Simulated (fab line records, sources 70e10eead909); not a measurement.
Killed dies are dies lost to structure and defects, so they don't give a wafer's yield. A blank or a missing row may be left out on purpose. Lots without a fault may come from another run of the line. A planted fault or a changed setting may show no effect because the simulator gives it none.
A struck lot beside a sound one | flow nand_harc | 15 steps out of a route of 1159
Sound: wafers L305.2, L305.3, L305.5. Struck: wafer L300.2. (L300.3 of the same lot was not struck and is left out.) The cause comes at the end.
At each step with rows: each side's tool, then ch and its chambers, then its first start. Under that, the readings that differ: sound wafers | struck wafers | difference of the means | sigmas: that difference in standard deviations of wafers without a fault.
alike: readings whose means differ by less than 2 such deviations, and words and numbers that are the same on both sides. not compared: withheld readings, readings that some wafer has no value for, bounds like >300 that may hide the same value, and numbers for which the record gives no deviation and whose values overlap.
The two part at a step that has a row with sigmas, a row that says differs or no value, or rows on one side only. Numbers that don't overlap but have no deviation are shown without sigmas and don't part them. A reading that every wafer of one side lacks parts them only if that side has two wafers or more.

first, 1 step without rows for these wafers: NHARC_A_ONON_D1_DEP_06 (target thk 1000 nm).
NHARC_A_ONON_D1_THK_MEAS_08: measures by ellipsometry.
  sound on film_metro-02, day 12 03:38; struck on film_metro-01, day 11 13:22
  alike: thk_nm
then, 1 step without rows for these wafers: NHARC_A_ONON_D1_DEP_09 (target thk 1000 nm).
NHARC_A_ONON_D1_THK_MEAS_11: measures by ellipsometry.
  sound on film_metro-02, day 12 04:13; struck on film_metro-02, day 11 13:56
  reading     | sound       | struck | difference | sigmas
  thk_nm (nm) | 987 992 991 | 1010   | +20        | +2
then, 1 step without rows for these wafers: NHARC_A_ONON_D1_DEP_12 (target thk 1000 nm).
NHARC_A_ONON_D1_THK_MEAS_14: measures by ellipsometry.
  sound on film_metro-01, day 12 04:47; struck on film_metro-01, day 11 14:29
  alike: thk_nm
then, 2 steps without rows for these wafers: NHARC_A_ONON_D1_ANNEAL_15 (time 3600 s); NHARC_A_ONON_D1_DEP_16 (target thk 1000 nm).
NHARC_A_ONON_D1_THK_MEAS_18: measures by ellipsometry.
  sound on film_metro-01, day 12 11:55; struck on film_metro-01, day 11 21:56
  alike: thk_nm
then, 1 step without rows for these wafers: NHARC_A_ONON_D1_DEP_19 (target thk 1000 nm).
NHARC_A_ONON_D1_THK_MEAS_21: measures by ellipsometry.
  sound on film_metro-02, day 12 12:30; struck on film_metro-02, day 11 22:31
  alike: thk_nm
NHARC_A_ONON_D1_DEP_22: target thk 1000 nm.
  sound on pecvd_onon-03 ch 0, day 12 12:37; struck on pecvd_onon-02 ch 0, day 11 22:37
  reading              | sound          | struck | difference | sigmas
  n2o_flow_sccm (sccm) | 1994 1997 1996 | 2013   | +17        | +3
NHARC_A_ONON_D1_THK_MEAS_24: measures by ellipsometry.
  sound on film_metro-01, day 12 13:04; struck on film_metro-01, day 11 23:05
  reading     | sound       | struck | difference | sigmas
  thk_nm (nm) | 996 996 994 | 670    | -325       | -33
then, 1 step without rows for these wafers: NHARC_A_ONON_D1_DEP_25 (target thk 1000 nm).
-- the record jumps here: 11 days lie between the struck wafers' starts before and after (it left off in module A_ONON_D1 and takes up again in module END, whose first step shown is number 1159 of the route) --
NHARC_END_SORT_01:
  the record has rows for the struck wafers here (prober-02 ch 0, day 23 08:56) and none for the sound ones

WHERE THEY PART
First at NHARC_A_ONON_D1_THK_MEAS_11; last, within this record, at NHARC_END_SORT_01.

WHY: what the simulator had put in
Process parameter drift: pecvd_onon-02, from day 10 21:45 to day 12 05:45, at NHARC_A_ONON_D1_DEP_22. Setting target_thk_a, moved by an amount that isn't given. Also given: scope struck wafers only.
